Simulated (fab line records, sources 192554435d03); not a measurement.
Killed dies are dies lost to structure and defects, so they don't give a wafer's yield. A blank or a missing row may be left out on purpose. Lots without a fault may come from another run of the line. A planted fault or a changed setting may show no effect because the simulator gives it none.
Split-lot experiment | flow n5_finfet | 7 lots, 21 wafers read, on a route of 1938 steps

THE SPLIT
At N5_SD_EPI_N_EPI_21 (deposits Si:P, time 690 s), the setting epi_growth_time_s was moved away from the recipe's 690 s on 6 of the 21 wafers read, by -9.5% to +10.3%. The other wafers ran this setting at the recipe's value.

FROM THE SPLIT TO THE READING: what the file shows between them, 4 steps
- N5_SD_EPI_P_EPI_21: deposits SiGe:B, time 355 s (also split here: temp_c)
- N5_SD_EPI_P_EPI_MEAS_23
- N5_SD_EPI_P_HM_STRIP_48: strips SiNx in H3PO4, material SiNx, target depth 3 nm
- N5_SD_EPI_P_SRD_49: time 30 s

THE READING
Si-P_of_SD_EPI_N_EPI_21.thk_nm (the simulator's own value, which no gauge read), in nm, at N5_SD_EPI_P_PRECLEAN_24 (cleans in O3/DIW, time 45 s). The file gives no usual value for it. The 15 wafers here that ran the recipe average 57.9 nm, standard deviation 0.91 nm.

wafer  | tool, chamber at the split | epi_growth_time_s as run, s | against the recipe | Si-P_of_SD_EPI_N_EPI_21.thk_nm, nm | against lot-mates on the recipe
L074.2 | epi_rpcvd-03, 0            | 690                         | recipe             | 59.8                               | -
L074.3 | epi_rpcvd-03, 0            | 761.1                       | +10.3%             | 63.2                               | +3.4
L074.4 | epi_rpcvd-03, 0            | 761.1                       | +10.3%             | 63                                 | +3.2
L080.2 | epi_rpcvd-04, 0            | 690                         | recipe             | 58.2                               | -
L080.3 | epi_rpcvd-04, 0            | 624.2                       | -9.5%              | 54.6                               | -3.5
L080.6 | epi_rpcvd-04, 0            | 690                         | recipe             | 58                                 | -
L082.4 | epi_rpcvd-03, 0            | 690                         | recipe             | 59.2                               | -
L082.5 | epi_rpcvd-03, 0            | 634.5                       | -8.0%              | 55.6                               | -3.6
L082.6 | epi_rpcvd-03, 0            | 634.5                       | -8.0%              | 55.4                               | -3.8
L086.1 | epi_rpcvd-03, 0            | 690                         | recipe             | 56.2                               | -
L086.4 | epi_rpcvd-03, 0            | 690                         | recipe             | 57.4                               | -
L086.5 | epi_rpcvd-03, 0            | 690                         | recipe             | 56.8                               | -
L089.1 | epi_rpcvd-04, 0            | 690                         | recipe             | 58                                 | -
L089.4 | epi_rpcvd-04, 0            | 690                         | recipe             | 57.6                               | -
L089.6 | epi_rpcvd-04, 0            | 690                         | recipe             | 58                                 | -
L091.1 | epi_rpcvd-03, 0            | 690                         | recipe             | 57.8                               | -
L091.4 | epi_rpcvd-03, 0            | 690                         | recipe             | 58.8                               | -
L091.6 | epi_rpcvd-03, 0            | 690                         | recipe             | 58                                 | -
L093.3 | epi_rpcvd-03, 0            | 690                         | recipe             | 56.8                               | -
L093.4 | epi_rpcvd-03, 0            | 690                         | recipe             | 57.2                               | -
L093.6 | epi_rpcvd-03, 0            | 626.6                       | -9.2%              | 53.8                               | -3.2

THE FIT
A straight line over all 21 wafers: Si-P_of_SD_EPI_N_EPI_21.thk_nm changes by +0.42 nm for each +1% of epi_growth_time_s; r = +0.92; the points scatter about the line by 0.91 nm.
The same after taking each lot's own level away (the mean of its wafers on the recipe; 21 wafers): +0.365 nm for each +1%; r = +0.98; scatter 0.39 nm.
On that fit, the largest move of epi_growth_time_s shifts the reading by 3.8 nm.
The lots' own levels span 56.80 to 59.80 nm, that is 3.3 times the standard deviation above.
So the lot-to-lot level changes the slope: the two fits differ.
Check: with one of the wafers moved furthest among these (+10.3%) left out of the fit, the line predicts +3.75 nm for it against its lot-mates. It came out at +3.4 nm against them.

OTHER SPLITS ON THESE WAFERS
These wafers also went through other splits before the reading. Each is held against what the fit with the lots' levels taken away leaves over:
other split on the same wafers          | wafers away from the commonest value | r with Si-P_of_SD_EPI_N_EPI_21.thk_nm (lot level and that fit taken away)
N5_ZERO_LAYER_EXPOSE_08 dose_mj         | 10                                   | +0.10
N5_ZERO_LAYER_DEVELOP_10 develop_time_s | 10                                   | -0.46
N5_WELL_APT_COAT_02 spin_rpm            | 5                                    | +0.15
N5_WELL_APT_PEB_06 peb_time_s           | 8                                    | +0.01
N5_FIN_CUT_COAT_18 spin_rpm             | 8                                    | +0.40
N5_FIN_CUT_COAT_19 spin_rpm             | 6                                    | -0.45
N5_DUMMY_GATE_CVD_03 temp_c             | 9                                    | -0.19
N5_SD_EPI_P_EPI_21 temp_c               | 8                                    | -0.06

THE WHOLE CHAIN: every reading that the file lists as answering this split, in the file's order
step                    | what it does                | reading                                                                         | change (the file's fit)               | r (the file's)
N5_SD_EPI_N_EPI_21      | deposits Si:P, time 690 s   | Si-P_of_SD_EPI_N_EPI_21.thk_nm (the simulator's own value, which no gauge read) | +0.379 nm for each +1% of the setting | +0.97
N5_SD_EPI_P_PRECLEAN_24 | cleans in O3/DIW, time 45 s | Si-P_of_SD_EPI_N_EPI_21.thk_nm (the simulator's own value, which no gauge read) | +0.365 nm for each +1% of the setting | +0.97

THE FILE'S OWN FIT
Si-P_of_SD_EPI_N_EPI_21.thk_nm changes by +0.365 nm for each +1% of epi_growth_time_s, r = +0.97.
